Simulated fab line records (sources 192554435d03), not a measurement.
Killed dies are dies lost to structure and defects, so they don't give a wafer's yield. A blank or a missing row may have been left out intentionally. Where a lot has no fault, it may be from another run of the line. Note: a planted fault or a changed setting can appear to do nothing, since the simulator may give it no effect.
Chamber matching | flow n5-finfet | N5_PMOS_HMC_CHANNEL_EPI_STRIP_33 on rie-diel-02 has 4 sister chambers
The step strips in N2/H2. 4 wafers are shown with their chamber, then 7 later ones without.

EACH WAFER AND ITS CHAMBER
wafer  | chamber | showerhead-plenum-p-Torr (Torr)
L075.5 | 1       | 3.30
L078.5 | 3       | 3.47
L089.1 | 2       | 3.26
L089.3 | 0       | 3.19

WAFERS WITH NO CHAMBER GIVEN
wafer  | showerhead-plenum-p-Torr (Torr)
L089.6 | 3.29
L092.1 | 3.26
L092.2 | 3.46
L092.4 | 3.46
L095.1 | 3.26
L095.3 | 3.29
L095.6 | 3.26

CHAMBER TAKEN BY EACH
wafer  | from the rows above | in truth
L089.6 | 1                   | 1
L092.1 | 2                   | 2
L092.2 | 3                   | 3
L092.4 | 3                   | 3
L095.1 | 2                   | 2
L095.3 | 1                   | 1
L095.6 | 2                   | 2
Correctly placed: 7 of 7. Not placeable from these rows: 0. 0 placed wrongly.
How it was worked out, from the rows above alone: a wafer's distance from a chamber is the root of the sum, over the readings, of the square of ((its reading less the chamber's mean) divided by the reading's scatter). The wafer belongs to the nearest chamber; if the next one is less than 2 further off, it can't be placed. Each chamber's mean is taken over the wafers shown for it. The scatter: with one shown wafer a chamber, the root of the mean of the squares of how far each hidden wafer lies from its nearest shown one.
